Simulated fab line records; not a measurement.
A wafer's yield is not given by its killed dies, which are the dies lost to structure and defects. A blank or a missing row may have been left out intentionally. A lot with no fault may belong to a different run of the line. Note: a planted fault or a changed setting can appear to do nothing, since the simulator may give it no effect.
fab line records | flow n5-finfet
[record] lots = 4 | wafers = 12 | last-day = 17
route steps=1938 shown GATE_CUT@494 MOL_CONTACT_COAG@517 PASSIVATION@1936
lots with no fault: from the same line, run without faults
start-h: hours from the record's opening day to when the first of the lot's shown wafers began | wait-h: hours elapsed since this lot's preceding step | " unchanged from the row above | L1.1+2: a row that stands for several wafers | - no value, or no start given | * or withheld: withheld | < > ~ a bound
route shown NAME@n: a module of which the file shows steps, and the number in the route of the first | usual: average and standard deviation across the fault-free wafers | same: alike in all rows | chamber/n: place in a boat | sites: readings site by site | _std_site: the standard deviation of these | _edge_site: inner sites' mean taken away from outer sites' mean | radius-mm: for every site, how far away it sits from the centre of the wafer | mask NAME#n: copy n | behind: tool/chamber where the wafer was last shaped | hold: the reason the lot was held/the length of the hold in hours/how it ended | device: names the non-switching transistor (n, p or np) | end of line: the route-end tests of the same wafers | where a step has no rows: the recipe by itself | killed: the dies lost at the first sort to structure and to defects; this is not the yield of the wafer | map: shows each die of a wafer: x if killed, . if not, _ if none is there
set.NAME: setting as actually run; set.NAME@STEP: the setting as run at that earlier step | model.NAME: the simulator's own value behind a step, which no gauge read
lots at some steps of the route; a table a step, a row a wafer
services: when a tool's chamber went out of use (start-h, in hours from the record's first day, below 0 if earlier), for how many hours, and the reason
[[steps]]
[step N5_GATE_CUT_STRIP_38]
[recipe] chemistry = N2/H2 | temp-c = 40 | n2-flow-sccm = 200 | h2-flow-sccm = 200 | rf-frequency-hz = 6e+07
[step N5_GATE_CUT_STRIP_39]
[recipe] chemistry = N2/H2 | temp-c = 40 | n2-flow-sccm = 200 | h2-flow-sccm = 200 | rf-frequency-hz = 6e+07
[step N5_GATE_CUT_HM_OPEN_40]
[recipe] chemistry = C4F6/O2 | target = SiO2 | mask-material = SiARC | target-depth-a = 1390 | time-s = 85.1 | ion-energy-ev = 250 | pressure-mtorr = 30 | source-w = 345 | bias-w = 185 | Ar_flow_sccm = 300 | C4F6_flow_sccm = 10 | O2_flow_sccm = 10 | ends = cleared
[step N5_GATE_CUT_STRIP_41]
[recipe] chemistry = CF4 | resist = SiARC | power-w = 300 | bias-power-w = 75 | pressure-mtorr = 50 | cf4-flow-sccm = 150 | rf-frequency-hz = 6e+07
[step N5_GATE_CUT_STRIP_42]
[recipe] chemistry = O2 | power-w = 400 | temp-c = 40 | pressure-mtorr = 30 | rf-frequency-hz = 6e+07 | bias-power-w = 0 | overash-fraction = 0.3 | o2-flow-sccm = 225
[step N5_GATE_CUT_ETCH_19]
[recipe] chemistry = CH3F/O2 | target = SiNx | mask-material = SiO2 | target-depth-a = 537 | time-s = 76.7 | pressure-mtorr = 30 | source-w = 395 | bias-w = 73 | Ar_flow_sccm = 150 | CH3F_flow_sccm = 30 | O2_flow_sccm = 20 | ion-energy-ev = 120 | ends = cleared
[step N5_GATE_CUT_CUT_ETCH_53]
[recipe] chemistry = SF6/Cl2 | target = W | mask-material = SiO2 | target-depth-a = 792 | pressure-mtorr = 8 | icp-w = 900 | bias-w = 80 | SF6_flow_sccm = 40 | Cl2_flow_sccm = 60 | ends = cleared
[step N5_GATE_CUT_CUT_ETCH_54]
[recipe] chemistry = Cl2/BCl3 | target = TiN | mask-material = SiO2 | target-depth-a = 967 | pressure-mtorr = 10 | icp-w = 1000 | bias-w = 126 | Cl2_flow_sccm = 53.25 | bcl3-flow-sccm = 21.75 | Ar_flow_sccm = 25 | ends = cleared
[step N5_GATE_CUT_CUT_ETCH_55]
[recipe] chemistry = BCl3 | target = HfO2 | mask-material = SiO2 | target-depth-a = 32 | ion-energy-ev = 30 | pressure-mtorr = 5 | icp-w = 450 | bias-w = 18 | bcl3-flow-sccm = 80
[step N5_GATE_CUT_ETCH_47]
[recipe] chemistry = Cl2/BCl3 | target = SiO2 | target-depth-a = 100 | pressure-mtorr = 10 | icp-w = 1000 | bias-w = 126 | Cl2_flow_sccm = 53.25 | bcl3-flow-sccm = 21.75 | Ar_flow_sccm = 25
[step N5_GATE_CUT_VAPOR_ETCH_48]
[recipe] chemistry = BCl3/Cl2 | target = TiN | mode = isotropic
[step N5_GATE_CUT_VAPOR_ETCH_49]
[recipe] chemistry = BCl3/Cl2 | target = TiAlC | mode = isotropic
[step N5_GATE_CUT_VAPOR_ETCH_51]
[recipe] chemistry = BCl3/Cl2 | target = HfO2 | mode = isotropic
[usual] drypump-motor-current-A = 5.9/0.43 | oes-product-au = 0.74/0.084
lot.wafer | tool         | chamber | start-h | wait-h | drypump-motor-current-A | oes-product-au
L369.1    | rie-metal-03 | 1       | 120.67  | 0.0    | 6.0                     | 0.58
L369.2    | "            | 0       | "       | "      | 6.1                     | 0.82
L369.6    | "            | 0       | "       | "      | 6.1                     | 0.81
L377.1    | rie-metal-03 | 0       | 172.01  | 0.0    | 6.1                     | 0.80
L377.3    | "            | 0       | "       | "      | 6.1                     | 0.80
L377.4    | "            | 1       | "       | "      | 6.1                     | 0.93
L379.1    | rie-metal-03 | 0       | 179.04  | 0.0    | 6.1                     | 0.80
L379.4    | "            | 0       | "       | "      | 6.2                     | 0.81
L379.5    | "            | 1       | "       | "      | 6.0                     | 0.94
L386.1    | rie-metal-01 | 1       | 221.85  | 0.0    | 5.9                     | 0.69
L386.2    | "            | 0       | "       | "      | 5.0                     | 0.72
L386.5    | "            | 1       | "       | "      | 5.9                     | 0.69
[step N5_GATE_CUT_STRIP_21]
[recipe] chemistry = N2/H2 | time-s = 30 | power-w = 1000 | temp-c = 250 | pressure-mtorr = withheld | n2-flow-sccm = 1750 | h2-flow-sccm = 3250
[step N5_GATE_CUT_STRIP_29]
[recipe] chemistry = post-etch-residue-remover | time-s = 60 | temp-c = 25 | remover-ph = withheld | remover-water-wt-pct = withheld | remover-fluoride-wt-pct = withheld
[step N5_GATE_CUT_SRD_52]
[recipe] dry = ipa-marangoni | time-s = 30 | temp-c = 23 | rinse-liquid = diw
[step N5_GATE_CUT_ALD_22]
[recipe] material = SiNx | target-thk-a = 160 | temp-c = 400 | ald-precursor-family = SiH2I2 | ald-co-reactant = N2/H2-plasma | pulse-time-s = 1 | ald-cycles = 320 | purge-time-s = 2 | co-reactant-purge-time-s = 2 | pressure-torr = 2
[step N5_GATE_CUT_CMP_23]
[recipe] stop-on = SiO2 | t-overpolish-s = 23.4 | post-cmp-clean = alkaline-brush | down-force-psi = 2.5 | platen-rpm = 51.8 | pad-velocity-m-s = 1.0307 | target-thk-nm = 16
[step N5_GATE_CUT_CMP_43]
[recipe] material = SiO2 | post-cmp-clean = rinse-only
[step N5_GATE_CUT_CMP_61]
[recipe] stop-on = SiNx | t-overpolish-s = 3 | post-cmp-clean = alkaline-brush | down-force-psi = 4 | platen-rpm = 27.09 | pad-velocity-m-s = 0.539
[step N5_MOL_CONTACT_COAG_COAT_103]
[recipe] resist = SOC | temp-c = 250 | time-s = 60 | spin-rpm = 1500 | resist-thk-nm = 80
[step N5_MOL_CONTACT_COAG_COAT_104]
[recipe] resist = SiARC | temp-c = 220 | time-s = 60 | spin-rpm = 1500 | resist-thk-nm = 12
[step N5_MOL_CONTACT_COAG_COAT_58]
[recipe] resist = underlayer | temp-c = 205 | time-s = 60 | spin-rpm = 1500 | resist-thk-nm = 10
[step N5_MOL_CONTACT_COAG_COAT_02]
[recipe] resist = CAR-EUV | spin-rpm = 1500 | resist-thk-nm = 30
[step N5_MOL_CONTACT_COAG_EBR_04]
[recipe] solvent = PGMEA | ebr-width-mm = 1.5
[step N5_MOL_CONTACT_COAG_SOFTBAKE_03]
[recipe] temp-c = 110 | time-s = 60 | resist = CAR-EUV
[step N5_MOL_CONTACT_COAG_EXPOSE_05]
[recipe] mask-id = CA | na = 0.33 | source-shape = annular | sigma-inner = 0.4 | sigma-outer = 0.8 | polarization = unpolarized | defocus-nm = 0 | dose-mj = 38.25
[step N5_MOL_CONTACT_COAG_PEB_06]
[recipe] peb-temp-c = 100 | peb-time-s = 60 | resist = CAR-EUV
[step N5_MOL_CONTACT_COAG_DEVELOP_07]
[recipe] develop-time-s = 30 | developer = TMAH | resist = CAR-EUV | rinse-liquid = surfactant-rinse | dry = air-spin | dev-temp-c = 23
[step N5_MOL_CONTACT_COAG_DESCUM_13]
[recipe] chemistry = O2 | time-s = 7 | source-power-w = 50 | bias-power-w = 20 | pressure-mtorr = 20 | rf-frequency-hz = 2.712e+07 | temp-c = 40 | resist = CAR-EUV | o2-flow-sccm = 225
[step N5_MOL_CONTACT_COAG_ETCH_59]
[recipe] chemistry = N2/H2 | target = underlayer | target-depth-a = 130 | mask-material = CAR-EUV | time-s = 10.4 | ion-energy-ev = 200 | pressure-mtorr = 30 | source-w = 840 | bias-w = 150 | n2-flow-sccm = 200 | h2-flow-sccm = 200 | ends = cleared
[step N5_MOL_CONTACT_COAG_ETCH_105]
[recipe] chemistry = CF4 | target = SiARC | target-depth-a = 156 | mask-material = CAR-EUV | time-s = 26 | ion-energy-ev = 80 | pressure-mtorr = 40 | source-w = 545 | bias-w = 36 | Ar_flow_sccm = 100 | cf4-flow-sccm = 100 | ends = cleared
[step N5_MOL_CONTACT_COAG_ETCH_106]
[recipe] chemistry = N2/H2 | target = SOC | target-depth-a = 800 | overetch-a = 160 | mask-material = SiARC | temp-c = 40 | time-s = 120 | ion-energy-ev = 200 | pressure-mtorr = 30 | source-w = 840 | bias-w = 150 | n2-flow-sccm = 200 | h2-flow-sccm = 200
[step N5_MOL_CONTACT_COAG_STRIP_107]
[recipe] chemistry = N2/H2 | temp-c = 40 | n2-flow-sccm = 200 | h2-flow-sccm = 200 | rf-frequency-hz = 6e+07
[step N5_MOL_CONTACT_COAG_STRIP_108]
[recipe] chemistry = N2/H2 | temp-c = 40 | n2-flow-sccm = 200 | h2-flow-sccm = 200 | rf-frequency-hz = 6e+07
[step N5_MOL_CONTACT_COAG_CONTACT_ETCH_14]
[recipe] chemistry = C4F6/O2 | target = SiO2 | target-depth-a = 275 | overetch-a = 85 | mask-material = SOC | pressure-mtorr = 30 | source-w = 370 | bias-w = 185 | Ar_flow_sccm = 300 | C4F6_flow_sccm = 16 | O2_flow_sccm = 10 | time-s = 20 | ion-energy-ev = 259.6
[step N5_PASSIVATION_PROBE_49]
[usual] defect-limited-yield = 91.3/1.4 | killed_at_M0_to_M3 = 34/10 | killed_at_M4_up = 13/4.8 | killed-at-contacts = 12/6.1 | killed-at-front-end = 40/11 | killed-at-other = 3.7/2.8 | killed-dies = 103/16 | killed-open = 67/12 | killed-short = 34/7.4 | sort_bin_5_function = 5.1/0.95 | sort_bin_6_memory = 3.2/0.62 | sort-n-pass = 1077/16 | sort-yield-pct = 91.3/1.4
[same] gross-dies = 1180 | killed-at-back-side = 0 | sort_bin_4_leakage[%] = 0 | sort_bin_8_speed[%] = 0
lot.wafer | tool      | chamber | start-h | wait-h | defect-limited-yield[%] | killed_at_M0_to_M3 | killed_at_M4_up | killed-at-contacts | killed-at-front-end | killed-at-other | killed-dies | killed-open | killed-short | sort_bin_5_function[%] | sort_bin_6_memory[%] | sort-n-pass | sort-yield-pct[%]
L377.1    | prober-02 | -       | 360.97  | 0.0    | 77.8                    | 42                 | 14              | 10                 | 195                 | 1               | 262         | 78          | 26           | 13.4                   | 4.7                  | 918         | 77.8
L377.3    | prober-02 | -       | 361.07  | 0.1    | 78.8                    | 29                 | 13              | 19                 | 188                 | 1               | 250         | 65          | 28           | 12.9                   | 4.2                  | 930         | 78.8
L379.1    | prober-02 | -       | 371.73  | 0.0    | 80.0                    | 23                 | 13              | 17                 | 182                 | 1               | 236         | 46          | 27           | 12.1                   | 4.2                  | 944         | 80.0
L379.4    | prober-02 | -       | 371.88  | 0.2    | 80.0                    | 26                 | 13              | 21                 | 173                 | 3               | 236         | 52          | 27           | 12.0                   | 4.0                  | 944         | 80.0
// killed by level:class
L377.1 GATE_CUT:unspecified=155 STI_FIN_REVEAL:geometric-particle:open=11 BEOL_M3:geometric-particle:open=10 BEOL_M2:geometric-particle:open=10 MOL_CONTACT_COAG:geometric-particle:open=9 DUMMY_GATE:geometric-particle:open=6 BEOL_M0:geometric-particle:open=6 BEOL_M0_SAQP:geometric-particle:short=5
L377.3 GATE_CUT:unspecified=157 MOL_CONTACT_COAG:geometric-particle:open=15 BEOL_M3:geometric-particle:open=9 FIN_SAQP:geometric-particle:open=8 BEOL_M4:geometric-particle:open=8 FIN_SAQP:geometric-particle:short=5 STI_FIN_REVEAL:geometric-particle:open=5 DUMMY_GATE:geometric-particle:open=5
L379.1 GATE_CUT:unspecified=161 MOL_CONTACT_COAG:geometric-particle:open=12 BEOL_M4:geometric-particle:open=6 FIN_SAQP:geometric-particle:short=5 BEOL_M0_SAQP:geometric-particle:short=5 BEOL_M1:geometric-particle:open=5 GATE_CUT:geometric-particle:short=4 MOL_CONTACT_COAG:geometric-particle:short=4
L379.4 GATE_CUT:unspecified=156 MOL_CONTACT_COAG:geometric-particle:open=19 BEOL_M0_SAQP:geometric-particle:short=8 BEOL_M1:geometric-particle:open=5 BEOL_M4:geometric-particle:open=5 FIN_SAQP:geometric-particle:short=4 BEOL_M0:geometric-particle:open=3 BEOL_M3:geometric-particle:short=3
// map L377.1 (x killed, . not)
_________________........x...________________
______________...x.............x_____________
___________....x.......x.x.........__________
__________..........x..............._________
________x............x........xx.....x_______
_______..........xx...............x....______
______...............x.................._____
_____............xx......x.......x.......____
____..................................x...___
___...xxx...........x.....x...x........xx..__
___..x...x.................x.............x.__
__.........................x.x.............._
__.......x.......x.x.x...x......x..........._
_...x.x...x..x....xx.........................
_.x.x.x..........x........x..x....x..........
_x................x.....x.........x..........
_.x..........x..................xx...........
_.....x..................x...................
_..x.x...............x.....x..x....x.x..x....
_............xxx...x....x.......xx...........
_.............x.x...x.x..x.xx...x.x...x....x.
__.............xxxx.xxxx.....x.............._
__x..........xxxxxxxxxxx.xx......x..x....x.x_
___..........x.xxxxxxxxxxx.x.....x.x.......__
___...........xxxxxxxxxxxx.x.x.............__
____.........xxxxxxxxxxxxxxx......x.......___
_____.......xxxxxxxxxxxxxx.x............x____
______xx....xxxxxxxxxxxxxxx...x........._____
_______......xxxxxxxxxxxxxxx...........______
________.....xxxxxxxxxxxxxxx.........._______
__________....xxxxxxxxxxx.x.x......._________
___________....xxxxxxxxxx.....x....__________
______________.x..xxxxx...xx..xx_____________
_________________....x..x....________________
// map L379.1 (x killed, . not)
_________________....x.......________________
______________.....x............_____________
___________......................x.__________
__________.................x..x....._________
________.............................._______
_______.........x..x.....x.............______
______..............x.x................._____
_____..........x..................x..x...____
____.......x...........x..................___
___.....x..........x.......x.x....x........__
___..........xx.....x...................x.x__
__.....x...x....x...x.................x..x.._
__....x..........x.........................._
_.........x.....x...........x...............x
_....................x.x..............x.x....
_........x...............x.....x...x.......x.
_.............................x.......x.....x
_....................x.................x.x.x.
_..............x.......x..........x..........
_..x......x......x..x........................
_...........x....x...........................
__.....x........x.xxxx..x.x..x......x......._
__..........xx.xxxxxxxxxx..x...............x_
___...........xxxxxxxxxxxx.x........x......__
___.........xxxxxxxxxxxxxx...x......x......__
____x.....xx.xxxxxxxxxxxxxx..x............___
_____......xxxxxxxxxxxxxxxxx.....x.......____
______...x.x.xxxxxxxxxxxxxxx.x.........._____
_______.x....xxxxxxxxxxxxxx.x.........x______
________....xxxxxxxxxxxxx.x..........._______
__________x...xxxxxxxxxxxxx........._________
___________..x...xxxxxxxxx.........__________
______________..xx.x..xxx...x..._____________
_________________xxx......x..________________
[[services]]
tool         | chamber | start-h | hours | kind
rie-metal-03 | 1       | 126.76  | -     | clean
rie-metal-03 | 1       | 126.76  | 19.8  | scheduled-down
rie-metal-03 | 1       | 126.76  | 19.8  | vent-cycle
rie-metal-01 | 1       | 161.67  | 9.4   | repair
[[key]]
[first-sign] step = N5_PASSIVATION_PROBE_49 | reading = killed-at-front-end | direction = up | sigmas = 13 | usual = 40 | struck = 184
[effect] step = N5_PASSIVATION_PROBE_49 | reading = defect-limited-yield | direction = down | sigmas = 9 | usual = 91.3 | struck = 79.2
[more-kills-born-at] N5_GATE_CUT_VAPOR_ETCH_51@rie-metal-03 = 629
met-at N5_GATE_CUT_VAPOR_ETCH_51
struck-wafers L377.1,L377.3,L379.1,L379.4
onset-between 120.67 172.01
[fault] kind = chamber-particle-source | tool = rie-metal-03 | chamber = 0 | onset-h = 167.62 | steps = N5_GATE_CUT_VAPOR_ETCH_51 | rate-per-visit-cm2 = 1.944 | end-h = 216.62
